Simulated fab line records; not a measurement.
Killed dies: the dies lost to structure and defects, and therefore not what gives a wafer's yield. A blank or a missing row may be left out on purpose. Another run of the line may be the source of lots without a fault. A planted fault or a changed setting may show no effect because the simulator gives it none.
Chamber matching -- flow nand-harc -- NHARC_A_ZERO_WELL_ETCH_19 on rie-diel-08: 4 sister chambers
The step etches the open film in N2/H2, target depth 80 nm, overetch 24 nm, time 87.88 s. 8 wafers are shown with their chamber, then 9 later ones without.

## WAFERS, EACH WITH ITS CHAMBER
wafer,chamber,drypump-motor-current-A (A),rf-vpp-V (V)
L909.4,3,6.0,433.3
L908.4,3,6.0,433.3
L923.4,1,6.3,431.5
L923.6,2,6.0,429.4
L924.3,2,5.9,427.7
L925.3,1,6.3,432.9
L925.4,0,4.8,435.7
L925.6,0,4.8,434.5

## WAFERS WHOSE CHAMBER IS MISSING
wafer,drypump-motor-current-A (A),rf-vpp-V (V)
L927.4,6.0,433.2
L927.5,6.0,426.4
L927.6,4.8,434.4
L928.2,5.9,429.2
L928.3,4.8,435.2
L928.4,6.0,433.9
L930.4,6.0,432.6
L930.5,4.8,435.5
L930.6,6.0,430.8

## EACH ONE'S CHAMBER
wafer,from the rows above,in truth
L927.4,3,3
L927.5,2,2
L927.6,0,0
L928.2,2,2
L928.3,0,0
L928.4,3,3
L930.4,3,3
L930.5,0,0
L930.6,can't be placed: 3 or 2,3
Correct placement for 8 of the 9. Unplaceable from these rows: 1, with the true chamber sitting among the candidates in 1. 0 placed wrongly.
How it was worked out, from the rows above alone: a wafer's distance from a chamber is the root of the sum, over the readings, of the square of ((its reading less the chamber's mean) divided by the reading's scatter). If the next closest chamber is less than 2 further off than the closest, the wafer can't be placed; otherwise it belongs to the closest. A chamber's mean is the mean of its shown wafers. How the scatter is found: for the shown wafers, subtract from each reading the mean of its chamber, square and add these, divide the total by (wafers less chambers), then take the root.
